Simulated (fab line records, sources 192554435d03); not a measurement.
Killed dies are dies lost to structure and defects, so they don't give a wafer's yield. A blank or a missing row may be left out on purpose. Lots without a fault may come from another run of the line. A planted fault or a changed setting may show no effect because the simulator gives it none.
Which tool did it? | flow n5_finfet | 8 lots, 24 wafers sampled, at 7 steps of a route of 1938

WHAT THE GAUGES READ, wafer by wafer
N5_FIN_SAQP_CD_MEAS_27: target cd 20 nm. Usual: cd_nm 20.28 nm, standard deviation 0.26.
lot  | measured    | on        | cd_nm (nm)        | flag
L188 | day 3 00:42 | cd_sem-02 | - - -             | OFF
L189 | day 3 07:16 | cd_sem-02 | - - -             | OFF
L191 | day 3 18:23 | cd_sem-03 | 20.17 20.52 19.86 |
L201 | day 6 07:49 | cd_sem-02 | 20.21 20.31 20.38 |
L202 | day 6 13:14 | cd_sem-01 | 20.21 20.46 19.84 |
L203 | day 6 19:32 | cd_sem-03 | 20.42 20.54 20.07 |
L204 | day 7 01:58 | cd_sem-03 | 20.42 19.56 20.34 |
L206 | day 7 13:38 | cd_sem-02 | 20.62 20.74 20.29 |

N5_BEOL_M4_RC_MEAS_101. Usual: DIBL_N 37.5 mV/V, standard deviation 2.5; DIBL_P 38 mV/V, standard deviation 3.1; IOFF_N 0.19 nA/um, standard deviation 0.059; IOFF_P 0.24 nA/um, standard deviation 0.061; ION_N 679 uA/um, standard deviation 16; ION_P 465 uA/um, standard deviation 9.8; SS_N 72.0 mV/dec, standard deviation 0.8; SS_P 73.7 mV/dec, standard deviation 0.86; VT_N 248 mV, standard deviation 4.5; VT_P -249 mV, standard deviation 3.5.
lot  | measured     | on        | DIBL_N (mV/V)  | DIBL_P (mV/V) | IOFF_N (nA/um) | IOFF_P (nA/um) | ION_N (uA/um) | ION_P (uA/um) | SS_N (mV/dec)  | SS_P (mV/dec)  | VT_N (mV)   | VT_P (mV)      | flag
L191 | day 10 05:40 | prober-02 | 35.9 37.2 33.6 | 37 37 34      | 0.16 0.19 0.11 | 0.20 0.20 0.17 | 667 680 659   | 459 461 451   | 72.3 72.0 70.9 | 73.8 73.0 73.0 | 251 249 255 | -252 -251 -254 |
L201 | day 12 19:31 | prober-01 | 40.7 38.4 34.4 | 41 37 34      | 0.24 0.19 0.12 | 0.26 0.20 0.16 | 697 664 658   | 471 453 449   | 72.1 72.4 71.9 | 74.2 73.8 72.4 | 243 251 255 | -248 -255 -254 |
L202 | day 12 20:11 | prober-02 | 34.5 36.0 39.9 | 35 35 40      | 0.14 0.14 0.24 | 0.21 0.20 0.28 | 668 668 696   | 462 459 475   | 70.9 71.2 71.8 | 73.5 73.8 74.1 | 249 251 244 | -249 -250 -246 |
L203 | day 13 00:09 | prober-02 | 37.6 35.7 37.4 | 37 34 36      | 0.19 0.16 0.20 | 0.24 0.21 0.24 | 683 667 685   | 463 462 466   | 72.1 71.5 72.0 | 73.9 73.3 73.8 | 249 249 244 | -249 -250 -250 |
L204 | day 13 22:40 | prober-02 | 40.5 38.6 39.9 | 38 36 38      | 0.23 0.17 0.21 | 0.26 0.22 0.25 | 684 662 687   | 465 460 466   | 72.7 73.0 71.8 | 73.8 73.4 74.0 | 246 250 250 | -249 -249 -248 |
L206 | day 14 00:07 | prober-02 | 37.5 34.7 37.5 | 39 35 40      | 0.18 0.13 0.19 | 0.22 0.17 0.26 | 679 673 677   | 466 459 463   | 72.5 71.5 72.1 | 73.7 73.4 74.5 | 251 254 248 | -252 -252 -249 |

WHICH TOOL RAN EACH LOT (tool, then ch and the chambers of the sampled wafers, then the start)
lot  | N5_FIN_SAQP_PECVD_48           | N5_FIN_SAQP_PECVD_06           | N5_FIN_SAQP_SPACER1_ALD_24       | N5_FIN_SAQP_SPACER1_ETCHBACK_25   | N5_FIN_SAQP_MANDREL1_REMOVE_56
L188 | pecvd-01 ch 1, day 2 21:43     | pecvd-01 ch 1, day 2 21:46     | ald_sin-04 ch 0,1,3, day 2 23:47 | rie_diel-05 ch 0,2,3, day 3 00:30 | rie_si-03 ch 1,2,3, day 3 00:35
L189 | pecvd-03 ch 0,1, day 3 03:36   | pecvd-03 ch 0,1, day 3 03:38   | ald_sin-02 ch 1,2,3, day 3 06:21 | rie_diel-03 ch 0,1, day 3 07:04   | rie_si-06 ch 2,3, day 3 07:10
L191 | pecvd-04 ch 0,2, day 3 15:30   | pecvd-04 ch 0,2, day 3 15:32   | ald_sin-04 ch 0,1,3, day 3 17:28 | rie_diel-03 ch 1,2,3, day 3 18:11 | rie_si-05 ch 0,1,3, day 3 18:17
L201 | pecvd-04 ch 0,1, day 6 04:05   | pecvd-04 ch 0,1, day 6 04:09   | ald_sin-02 ch 0,3, day 6 06:25   | rie_diel-05 ch 0,1,2, day 6 07:37 | rie_si-03 ch 1,2,3, day 6 07:43
L202 | pecvd-01 ch 1,2, day 6 10:17   | pecvd-01 ch 1,2, day 6 10:21   | ald_sin-01 ch 0,1,3, day 6 12:17 | rie_diel-05 ch 0,1,3, day 6 13:02 | rie_si-06 ch 0,1,3, day 6 13:07
L203 | pecvd-03 ch 1,2, day 6 16:29   | pecvd-03 ch 1,2, day 6 16:32   | ald_sin-04 ch 2,3, day 6 18:26   | rie_diel-03 ch 0,3, day 6 19:20   | rie_si-06 ch 1,2,3, day 6 19:25
L204 | pecvd-01 ch 0,2, day 6 23:13   | pecvd-01 ch 0,2, day 6 23:15   | ald_sin-02 ch 0,1,3, day 7 01:03 | rie_diel-05 ch 1,2,3, day 7 01:46 | rie_si-03 ch 0,1,3, day 7 01:52
L206 | pecvd-03 ch 0,1,2, day 7 10:34 | pecvd-03 ch 0,1,2, day 7 10:37 | ald_sin-01 ch 0,1,3, day 7 12:40 | rie_diel-05 ch 1,2,3, day 7 13:26 | rie_si-03 ch 0,2,3, day 7 13:31
- N5_FIN_SAQP_PECVD_48: deposits SiNx from SiH4/NH3/N2, target thk 25 nm, time 22.1 s.
- N5_FIN_SAQP_PECVD_06: deposits a-Si from SiH4/He, target thk 60 nm, time 48.1 s.
- N5_FIN_SAQP_SPACER1_ALD_24: deposits SiO2, target thk 20.3 nm, pulse time 1 s, purge time 2 s.
- N5_FIN_SAQP_SPACER1_ETCHBACK_25: etches SiO2 in CHF3/O2, target depth 24.4 nm, time 12.2 s.
- N5_FIN_SAQP_MANDREL1_REMOVE_56: chemistry HBr/Cl2/O2, target a-Si, stops on SiNx, bt time 10 s.

WHAT THE TOOLS THEMSELVES READ (means of the sampled wafers that have a number; where no wafer has one, the mark that the record gives instead)
N5_FIN_SAQP_PECVD_48. Usual: heater_power_w 762 W, standard deviation 140; showerhead_plenum_p_Torr 5.14 Torr, standard deviation 0.061; throttle_valve_pct 39.8 %, standard deviation 2.4.
lot  | tool     | heater_power_w (W) | showerhead_plenum_p_Torr (Torr) | throttle_valve_pct (%) | flag
L188 | pecvd-01 | 656                | 5.20                            | 42.7                   |
L189 | pecvd-03 | 991                | 5.16                            | 40.8                   |
L191 | pecvd-04 | 688                | 5.07                            | 42.1                   |
L201 | pecvd-04 | 704                | 5.08                            | 42.1                   |
L202 | pecvd-01 | 733                | 5.19                            | 37.4                   |
L203 | pecvd-03 | 763                | 5.21                            | 40.2                   |
L204 | pecvd-01 | 738                | 5.11                            | 36.7                   |
L206 | pecvd-03 | 885                | 5.16                            | 40.6                   |

N5_FIN_SAQP_PECVD_06. Usual: heater_power_w 834 W, standard deviation 140; showerhead_plenum_p_Torr 5.67 Torr, standard deviation 0.045; throttle_valve_pct 18.1 %, standard deviation 1.1.
lot  | tool     | heater_power_w (W) | showerhead_plenum_p_Torr (Torr) | throttle_valve_pct (%) | flag
L188 | pecvd-01 | 688                | 5.71                            | 19.4                   |
L189 | pecvd-03 | 961                | 5.67                            | 18.6                   |
L191 | pecvd-04 | 706                | 5.63                            | 19.2                   |
L201 | pecvd-04 | 704                | 5.63                            | 19.0                   |
L202 | pecvd-01 | 771                | 5.71                            | 17.1                   |
L203 | pecvd-03 | 857                | 5.71                            | 18.3                   |
L204 | pecvd-01 | 838                | 5.65                            | 16.8                   |
L206 | pecvd-03 | 986                | 5.68                            | 18.6                   |

N5_FIN_SAQP_SPACER1_ALD_24. Usual: heater_power_w 472 W, standard deviation 53; precursor_pulse_height_rel 1.000, standard deviation 0.021.
lot  | tool       | heater_power_w (W) | precursor_pulse_height_rel | flag
L188 | ald_sin-04 | 470                | 0.998                      |
L189 | ald_sin-02 | 448                | 0.981                      |
L191 | ald_sin-04 | 467                | 1.004                      |
L201 | ald_sin-02 | 442                | 1.019                      |
L202 | ald_sin-01 | 493                | 0.975                      |
L203 | ald_sin-04 | 445                | 0.993                      |
L204 | ald_sin-02 | 472                | 0.987                      |
L206 | ald_sin-01 | 496                | 0.998                      |

N5_FIN_SAQP_SPACER1_ETCHBACK_25. Usual: CHF3_flow_sccm 49.99 sccm, standard deviation 0.15; O2_flow_sccm 5.001 sccm, standard deviation 0.015; drypump_motor_current_A 5.6 A, standard deviation 0.45; oes_product_au 0.77 a.u., standard deviation 0.095; rf_vpp_V 524 V, standard deviation 17; showerhead_plenum_p_Torr 2.41 Torr, standard deviation 0.09; throttle_valve_pct 18.98 %, standard deviation 0.27.
lot  | tool        | CHF3_flow_sccm (sccm) | O2_flow_sccm (sccm) | drypump_motor_current_A (A) | oes_product_au (a.u.) | rf_vpp_V (V) | showerhead_plenum_p_Torr (Torr) | throttle_valve_pct (%) | flag
L188 | rie_diel-05 | -                     | -                   | -                           | -                     | -            | -                               | -                      | OFF
L189 | rie_diel-03 | -                     | -                   | -                           | -                     | -            | -                               | -                      | OFF
L191 | rie_diel-03 | 50.10                 | 4.994               | 5.5                         | 0.85                  | 536          | 2.47                            | 18.84                  |
L201 | rie_diel-05 | 49.89                 | 5.018               | 5.3                         | 0.80                  | 522          | 2.39                            | 18.84                  |
L202 | rie_diel-05 | 49.90                 | 5.004               | 5.5                         | 0.90                  | 535          | 2.40                            | 18.70                  |
L203 | rie_diel-03 | 50.16                 | 4.997               | 5.4                         | 0.79                  | 536          | 2.46                            | 18.99                  |
L204 | rie_diel-05 | 49.94                 | 4.981               | 5.9                         | 0.81                  | 532          | 2.36                            | 18.81                  |
L206 | rie_diel-05 | 49.89                 | 5.016               | 5.9                         | 0.80                  | 533          | 2.36                            | 18.82                  |

N5_FIN_SAQP_MANDREL1_REMOVE_56. Usual: drypump_motor_current_A 5.6 A, standard deviation 0.4; oes_product_au 0.998 a.u., standard deviation 0.016; throttle_valve_pct 36.8 %, standard deviation 0.46.
lot  | tool      | drypump_motor_current_A (A) | oes_product_au (a.u.) | throttle_valve_pct (%) | flag
L188 | rie_si-03 | 5.2                         | 0.378                 | 36.6                   | OFF
L189 | rie_si-06 | 5.7                         | 0.372                 | 37.0                   | OFF
L191 | rie_si-05 | 5.7                         | 0.980                 | 36.7                   |
L201 | rie_si-03 | 5.2                         | 1.010                 | 36.6                   |
L202 | rie_si-06 | 5.5                         | 0.994                 | 37.0                   |
L203 | rie_si-06 | 5.6                         | 0.987                 | 37.0                   |
L204 | rie_si-03 | 5.3                         | 1.004                 | 36.5                   |
L206 | rie_si-03 | 5.3                         | 0.997                 | 36.9                   |

THE ANSWER, worked out from the rows above alone
Rule: a lot is off if the mean of its wafers that have a number lies more than 3 standard deviations from the usual mean. A lot without any number at a reading at which 4 lots or more have one is off too. The other lots that the step has rows for count as sound. The gauges are gone through in route order, then the tools' own readings, and for those a lot's mean is taken as printed above. The first step at which some lot is off is used, and at that step the reading that is off furthest; a lot without a number counts as furthest.
Off: L188, L189, at N5_FIN_SAQP_CD_MEAS_27 (cd_nm). Without a number there: L188, L189.
A tool fits if, at a process step before that reading, it ran every lot that is off, and no sound lot after the first of them. The gauges at N5_FIN_SAQP_CD_MEAS_27 aren't tried: what is off there is off at N5_FIN_SAQP_SPACER1_ETCHBACK_25 too, on other tools, and a gauge's error can't cause that. None of those tried fits.

WHAT THE SIMULATOR HAD PUT IN
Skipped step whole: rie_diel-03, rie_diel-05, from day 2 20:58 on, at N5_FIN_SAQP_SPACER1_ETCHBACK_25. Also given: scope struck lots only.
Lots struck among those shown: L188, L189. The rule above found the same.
